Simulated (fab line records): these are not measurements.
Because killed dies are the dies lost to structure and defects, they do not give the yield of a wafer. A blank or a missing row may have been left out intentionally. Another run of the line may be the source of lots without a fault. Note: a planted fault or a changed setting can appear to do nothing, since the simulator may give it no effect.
Split-lot study || flow n5_finfet || on a route of 1938 steps: 7 lots, 39 wafers read

THE SPLIT ITSELF
At N5_BEOL_M7_DESCUM_33 (chemistry O2, time 7 s), the setting time_s was moved away from the recipe's 7 s on 15 of the 39 wafers read, by -47.1% to +35.5%. The other wafers ran this setting at the recipe's value.

No step appears in the file between the split and the reading.

THE READING
CAR-EUV_of_BEOL_M7_COAT_22.thk_nm (the simulator's own value, which no gauge read), in nm, at N5_BEOL_M7_ETCH_72 (etches underlayer in N2/H2, target depth 6.5 nm, time 5.2 s). The file does not state a usual value for it. Average 20.4 nm, standard deviation 0.094 nm, over the 24 wafers here run with the recipe.

{"wafer": "L074.1", "tool, chamber at the split": "rie_diel-05, 3", "time_s as run, s": 7, "against the recipe": "recipe", "CAR-EUV_of_BEOL_M7_COAT_22.thk_nm, nm": 20.6, "against lot-mates on the recipe": "-"}
{"wafer": "L074.2", "tool, chamber at the split": "rie_diel-05, 1", "time_s as run, s": 3.702, "against the recipe": "-47.1%", "CAR-EUV_of_BEOL_M7_COAT_22.thk_nm, nm": 22, "against lot-mates on the recipe": "+1.5"}
{"wafer": "L074.4", "tool, chamber at the split": "rie_diel-05, 1,0", "time_s as run, s": 3.702, "against the recipe": "-47.1%", "CAR-EUV_of_BEOL_M7_COAT_22.thk_nm, nm": 22, "against lot-mates on the recipe": "+1.5"}
{"wafer": "L074.3", "tool, chamber at the split": "rie_diel-05, 0", "time_s as run, s": 7, "against the recipe": "recipe", "CAR-EUV_of_BEOL_M7_COAT_22.thk_nm, nm": 20.4, "against lot-mates on the recipe": "-"}
{"wafer": "L074.6", "tool, chamber at the split": "rie_diel-05, 3", "time_s as run, s": 7, "against the recipe": "recipe", "CAR-EUV_of_BEOL_M7_COAT_22.thk_nm, nm": 20.4, "against lot-mates on the recipe": "-"}
{"wafer": "L074.5", "tool, chamber at the split": "rie_diel-05, 1,0", "time_s as run, s": 3.702, "against the recipe": "-47.1%", "CAR-EUV_of_BEOL_M7_COAT_22.thk_nm, nm": 21.8, "against lot-mates on the recipe": "+1.3"}
{"wafer": "L080.1", "tool, chamber at the split": "rie_diel-05, 1,2,0", "time_s as run, s": 7, "against the recipe": "recipe", "CAR-EUV_of_BEOL_M7_COAT_22.thk_nm, nm": 20.2, "against lot-mates on the recipe": "-"}
{"wafer": "L080.2", "tool, chamber at the split": "rie_diel-05, 3,1,0", "time_s as run, s": 7, "against the recipe": "recipe", "CAR-EUV_of_BEOL_M7_COAT_22.thk_nm, nm": 20.4, "against lot-mates on the recipe": "-"}
{"wafer": "L080.3", "tool, chamber at the split": "rie_diel-05, 1,2,0", "time_s as run, s": 7, "against the recipe": "recipe", "CAR-EUV_of_BEOL_M7_COAT_22.thk_nm, nm": 20.4, "against lot-mates on the recipe": "-"}
{"wafer": "L080.4", "tool, chamber at the split": "rie_diel-05, 1,2,0", "time_s as run, s": 7, "against the recipe": "recipe", "CAR-EUV_of_BEOL_M7_COAT_22.thk_nm, nm": 20.4, "against lot-mates on the recipe": "-"}
{"wafer": "L080.5", "tool, chamber at the split": "rie_diel-05, 3,1,0", "time_s as run, s": 7, "against the recipe": "recipe", "CAR-EUV_of_BEOL_M7_COAT_22.thk_nm, nm": 20.4, "against lot-mates on the recipe": "-"}
{"wafer": "L080.6", "tool, chamber at the split": "rie_diel-05, 3,1,0", "time_s as run, s": 7, "against the recipe": "recipe", "CAR-EUV_of_BEOL_M7_COAT_22.thk_nm, nm": 20.4, "against lot-mates on the recipe": "-"}
{"wafer": "L085.1", "tool, chamber at the split": "rie_diel-02, 0,3,2", "time_s as run, s": 7, "against the recipe": "recipe", "CAR-EUV_of_BEOL_M7_COAT_22.thk_nm, nm": 20.4, "against lot-mates on the recipe": "-"}
{"wafer": "L085.3", "tool, chamber at the split": "rie_diel-02, 0,3,2", "time_s as run, s": 7, "against the recipe": "recipe", "CAR-EUV_of_BEOL_M7_COAT_22.thk_nm, nm": 20.4, "against lot-mates on the recipe": "-"}
{"wafer": "L085.2", "tool, chamber at the split": "rie_diel-02, 0,3,2", "time_s as run, s": 7, "against the recipe": "recipe", "CAR-EUV_of_BEOL_M7_COAT_22.thk_nm, nm": 20.2, "against lot-mates on the recipe": "-"}
{"wafer": "L088.1", "tool, chamber at the split": "rie_diel-03, 2,0,1", "time_s as run, s": 8.645, "against the recipe": "+23.5%", "CAR-EUV_of_BEOL_M7_COAT_22.thk_nm, nm": 19.4, "against lot-mates on the recipe": -1.0}
{"wafer": "L088.2", "tool, chamber at the split": "rie_diel-03, 2,0,1", "time_s as run, s": 8.645, "against the recipe": "+23.5%", "CAR-EUV_of_BEOL_M7_COAT_22.thk_nm, nm": 19.4, "against lot-mates on the recipe": -1.0}
{"wafer": "L088.4", "tool, chamber at the split": "rie_diel-03, 2,0,1", "time_s as run, s": 8.645, "against the recipe": "+23.5%", "CAR-EUV_of_BEOL_M7_COAT_22.thk_nm, nm": 19.4, "against lot-mates on the recipe": -1.0}
{"wafer": "L088.3", "tool, chamber at the split": "rie_diel-03, 3,2,1", "time_s as run, s": 7, "against the recipe": "recipe", "CAR-EUV_of_BEOL_M7_COAT_22.thk_nm, nm": 20.4, "against lot-mates on the recipe": "-"}
{"wafer": "L088.5", "tool, chamber at the split": "rie_diel-03, 3,2,1", "time_s as run, s": 7, "against the recipe": "recipe", "CAR-EUV_of_BEOL_M7_COAT_22.thk_nm, nm": 20.4, "against lot-mates on the recipe": "-"}
{"wafer": "L088.6", "tool, chamber at the split": "rie_diel-03, 3,2,1", "time_s as run, s": 7, "against the recipe": "recipe", "CAR-EUV_of_BEOL_M7_COAT_22.thk_nm, nm": 20.4, "against lot-mates on the recipe": "-"}
{"wafer": "L087.1", "tool, chamber at the split": "rie_diel-03, 0,1", "time_s as run, s": 4.507, "against the recipe": "-35.6%", "CAR-EUV_of_BEOL_M7_COAT_22.thk_nm, nm": 21.6, "against lot-mates on the recipe": "+1.2"}
{"wafer": "L087.3", "tool, chamber at the split": "rie_diel-03, 3", "time_s as run, s": 4.507, "against the recipe": "-35.6%", "CAR-EUV_of_BEOL_M7_COAT_22.thk_nm, nm": 21.6, "against lot-mates on the recipe": "+1.2"}
{"wafer": "L087.4", "tool, chamber at the split": "rie_diel-03, 0,1", "time_s as run, s": 4.507, "against the recipe": "-35.6%", "CAR-EUV_of_BEOL_M7_COAT_22.thk_nm, nm": 21.6, "against lot-mates on the recipe": "+1.2"}
{"wafer": "L087.2", "tool, chamber at the split": "rie_diel-03, 2", "time_s as run, s": 7, "against the recipe": "recipe", "CAR-EUV_of_BEOL_M7_COAT_22.thk_nm, nm": 20.4, "against lot-mates on the recipe": "-"}
{"wafer": "L087.5", "tool, chamber at the split": "rie_diel-03, 2", "time_s as run, s": 7, "against the recipe": "recipe", "CAR-EUV_of_BEOL_M7_COAT_22.thk_nm, nm": 20.4, "against lot-mates on the recipe": "-"}
{"wafer": "L087.6", "tool, chamber at the split": "rie_diel-03, 3", "time_s as run, s": 7, "against the recipe": "recipe", "CAR-EUV_of_BEOL_M7_COAT_22.thk_nm, nm": 20.4, "against lot-mates on the recipe": "-"}
{"wafer": "L089.1", "tool, chamber at the split": "rie_diel-03, 0", "time_s as run, s": 7, "against the recipe": "recipe", "CAR-EUV_of_BEOL_M7_COAT_22.thk_nm, nm": 20.2, "against lot-mates on the recipe": "-"}
{"wafer": "L089.2", "tool, chamber at the split": "rie_diel-03, 1,3", "time_s as run, s": 7, "against the recipe": "recipe", "CAR-EUV_of_BEOL_M7_COAT_22.thk_nm, nm": 20.2, "against lot-mates on the recipe": "-"}
{"wafer": "L089.3", "tool, chamber at the split": "rie_diel-03, 3,1", "time_s as run, s": 8.699, "against the recipe": "+24.3%", "CAR-EUV_of_BEOL_M7_COAT_22.thk_nm, nm": 19.6, "against lot-mates on the recipe": -0.7}
{"wafer": "L089.6", "tool, chamber at the split": "rie_diel-03, 3,1", "time_s as run, s": 8.699, "against the recipe": "+24.3%", "CAR-EUV_of_BEOL_M7_COAT_22.thk_nm, nm": 19.6, "against lot-mates on the recipe": -0.7}
{"wafer": "L089.4", "tool, chamber at the split": "rie_diel-03, 1,3", "time_s as run, s": 7, "against the recipe": "recipe", "CAR-EUV_of_BEOL_M7_COAT_22.thk_nm, nm": 20.4, "against lot-mates on the recipe": "-"}
{"wafer": "L089.5", "tool, chamber at the split": "rie_diel-03, 0", "time_s as run, s": 8.699, "against the recipe": "+24.3%", "CAR-EUV_of_BEOL_M7_COAT_22.thk_nm, nm": 19.4, "against lot-mates on the recipe": -0.9}
{"wafer": "L093.1", "tool, chamber at the split": "rie_diel-02, 1,2,1", "time_s as run, s": 7, "against the recipe": "recipe", "CAR-EUV_of_BEOL_M7_COAT_22.thk_nm, nm": 20.4, "against lot-mates on the recipe": "-"}
{"wafer": "L093.2", "tool, chamber at the split": "rie_diel-02, 1,2,1", "time_s as run, s": 7, "against the recipe": "recipe", "CAR-EUV_of_BEOL_M7_COAT_22.thk_nm, nm": 20.4, "against lot-mates on the recipe": "-"}
{"wafer": "L093.3", "tool, chamber at the split": "rie_diel-02, 3,3,2", "time_s as run, s": 9.485, "against the recipe": "+35.5%", "CAR-EUV_of_BEOL_M7_COAT_22.thk_nm, nm": 19, "against lot-mates on the recipe": -1.3}
{"wafer": "L093.4", "tool, chamber at the split": "rie_diel-02, 3,3,2", "time_s as run, s": 9.485, "against the recipe": "+35.5%", "CAR-EUV_of_BEOL_M7_COAT_22.thk_nm, nm": 19, "against lot-mates on the recipe": -1.3}
{"wafer": "L093.6", "tool, chamber at the split": "rie_diel-02, 3,3,2", "time_s as run, s": 9.485, "against the recipe": "+35.5%", "CAR-EUV_of_BEOL_M7_COAT_22.thk_nm, nm": 19, "against lot-mates on the recipe": -1.3}
{"wafer": "L093.5", "tool, chamber at the split": "rie_diel-02, 1,2,1", "time_s as run, s": 7, "against the recipe": "recipe", "CAR-EUV_of_BEOL_M7_COAT_22.thk_nm, nm": 20.2, "against lot-mates on the recipe": "-"}
When a row names more than one chamber, that row covers several wafers, and the file does not tell which wafer ran in which chamber.

FIT RESULTS
A straight line over all 39 wafers: CAR-EUV_of_BEOL_M7_COAT_22.thk_nm changes by -0.0355 nm for each +1% of time_s; r = -0.99; the points scatter about the line by 0.099 nm.
The same after taking each lot's own level away (the mean of its wafers on the recipe; 39 wafers): -0.034 nm for each +1%; r = -0.99; scatter 0.11 nm.
According to that fit, moving time_s by its largest amount changes the reading by 1.6 nm.
The lots' own levels span 20.27 to 20.47 nm, that is 2.1 times the standard deviation above.
So the lot-to-lot level changes the slope little: the two slopes agree.
Check: with one of the wafers moved furthest among these (-47.1%) left out of the fit, the line predicts +1.58 nm for it against its lot-mates. It came out at +1.53 nm against them.

THE OTHER SPLITS THESE WAFERS WENT THROUGH
Note: prior to the reading, these wafers also went through further splits. Each is held against what the fit with the lots' levels taken away leaves over:
{"other split on the same wafers": "N5_BEOL_M6_TRENCH_ETCH_37 target_depth_a", "wafers away from the commonest value": 18, "r with CAR-EUV_of_BEOL_M7_COAT_22.thk_nm (lot level and that fit taken away)": -0.25}

THE WHOLE CHAIN: every reading that the file lists as answering this split, in the file's order
{"step": "N5_BEOL_M7_DESCUM_33", "what it does": "chemistry O2, time 7 s", "reading": "CAR-EUV_of_BEOL_M7_COAT_22.thk_nm (the simulator's own value, which no gauge read)", "change (the file's fit)": "-0.0328 nm for each +1% of the setting", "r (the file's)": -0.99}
{"step": "N5_BEOL_M7_ETCH_72", "what it does": "etches underlayer in N2/H2, target depth 6.5 nm, time 5.2 s", "reading": "CAR-EUV_of_BEOL_M7_COAT_22.thk_nm (the simulator's own value, which no gauge read)", "change (the file's fit)": "-0.034 nm for each +1% of the setting", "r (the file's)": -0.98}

THE FILE'S OWN FIT
CAR-EUV_of_BEOL_M7_COAT_22.thk_nm changes by -0.034 nm for each +1% of time_s, r = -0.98.
